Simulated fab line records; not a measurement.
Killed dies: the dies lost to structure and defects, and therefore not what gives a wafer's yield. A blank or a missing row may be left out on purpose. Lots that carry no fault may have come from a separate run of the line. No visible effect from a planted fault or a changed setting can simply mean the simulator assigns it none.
Matching of chambers || flow nand_harc || 4 sister chambers for NHARC_A_STAIRCASE_CMP_450 on cmp-01
The step polishes SiO2, target thk 200 nm. 4 wafers are shown with their chamber, then 11 later ones without.

WAFERS WITH THEIR CHAMBER
{"wafer": "L083.5", "chamber": 3, "motor_current_A (A)": 10.6}
{"wafer": "L086.1", "chamber": 0, "motor_current_A (A)": 9.8}
{"wafer": "L086.3", "chamber": 1, "motor_current_A (A)": 14.3}
{"wafer": "L085.4", "chamber": 2, "motor_current_A (A)": 11.3}

WAFERS WITH NO CHAMBER GIVEN
{"wafer": "L085.5", "motor_current_A (A)": 11.6}
{"wafer": "L085.6", "motor_current_A (A)": 13.6}
{"wafer": "L095.2", "motor_current_A (A)": 13.1}
{"wafer": "L095.4", "motor_current_A (A)": 10.9}
{"wafer": "L095.6", "motor_current_A (A)": 13.4}
{"wafer": "L089.1", "motor_current_A (A)": 10.1}
{"wafer": "L089.3", "motor_current_A (A)": 10.8}
{"wafer": "L089.6", "motor_current_A (A)": 10.2}
{"wafer": "L094.1", "motor_current_A (A)": 11.7}
{"wafer": "L094.4", "motor_current_A (A)": 12.5}
{"wafer": "L094.6", "motor_current_A (A)": 11.1}

CHAMBER TAKEN BY EACH
{"wafer": "L085.5", "from the rows above": "can't be placed: 2 or 3", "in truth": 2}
{"wafer": "L085.6", "from the rows above": 1, "in truth": 1}
{"wafer": "L095.2", "from the rows above": "can't be placed: 1 or 2 or 3", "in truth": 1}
{"wafer": "L095.4", "from the rows above": "can't be placed: 3 or 2 or 0", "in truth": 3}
{"wafer": "L095.6", "from the rows above": "can't be placed: 1 or 2", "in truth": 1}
{"wafer": "L089.1", "from the rows above": "can't be placed: 0 or 3 or 2", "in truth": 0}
{"wafer": "L089.3", "from the rows above": "can't be placed: 3 or 2 or 0", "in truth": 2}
{"wafer": "L089.6", "from the rows above": "can't be placed: 0 or 3 or 2", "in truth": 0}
{"wafer": "L094.1", "from the rows above": "can't be placed: 2 or 3", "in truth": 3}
{"wafer": "L094.4", "from the rows above": "can't be placed: 2 or 1 or 3", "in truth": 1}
{"wafer": "L094.6", "from the rows above": "can't be placed: 2 or 3 or 0", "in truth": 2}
1 of 11 placed correctly. Can't be placed from these rows: 10 (the true chamber is among the candidates in 10). Wrongly placed: 0.
How it was worked out, from the rows above alone: a wafer's distance from a chamber is the root of the sum, over the readings, of the square of ((its reading less the chamber's mean) divided by the reading's scatter). The wafer belongs to the nearest chamber; if the next one is less than 2 further off, it can't be placed. For every chamber, the mean is computed from those of its wafers that are shown. The scatter: with one shown wafer a chamber, the root of the mean of the squares of how far each hidden wafer lies from its nearest shown one.
